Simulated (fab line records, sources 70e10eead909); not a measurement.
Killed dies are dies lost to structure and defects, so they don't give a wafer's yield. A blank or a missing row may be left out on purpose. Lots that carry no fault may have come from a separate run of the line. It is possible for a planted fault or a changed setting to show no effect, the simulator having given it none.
Matching of chambers -- flow nand-harc -- NHARC_A_CHANNEL_FILL_D1_ALD_16 on ald-hk-01: 4 sister chambers
The step deposits SiO2, target thk 1.5 nm, pulse time 10 s, ald cycles 15. 4 wafers are shown with their chamber, then 7 later ones without.

WAFERS PAIRED WITH THEIR CHAMBERS
wafer,chamber,heater-power-w (W)
L701.4,0,439
L703.6,2,454
L704.1,1,501
L704.3,3,416

WAFERS WHOSE CHAMBER IS MISSING
wafer,heater-power-w (W)
L704.6,458
L706.1,439
L706.2,421
L706.6,427
L707.1,466
L707.2,455
L707.3,501

CHAMBER TAKEN BY EACH
wafer,from the rows above,in truth
L704.6,2,2
L706.1,0,0
L706.2,can't be placed: 3 or 0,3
L706.6,can't be placed: 3 or 0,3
L707.1,2,2
L707.2,2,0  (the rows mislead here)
L707.3,1,1
Correctly placed: 4 of 7. Unplaceable from these rows: 2, with the true chamber sitting among the candidates in 2. Wrongly placed: 1.
How it was worked out, from the rows above alone: a wafer's distance from a chamber is the root of the sum, over the readings, of the square of ((its reading less the chamber's mean) divided by the reading's scatter). If the next closest chamber is less than 2 further off than the closest, the wafer can't be placed; otherwise it belongs to the closest. For every chamber, the mean is computed from those of its wafers that are shown. The scatter: with one shown wafer a chamber, the root of the mean of the squares of how far each hidden wafer lies from its nearest shown one.
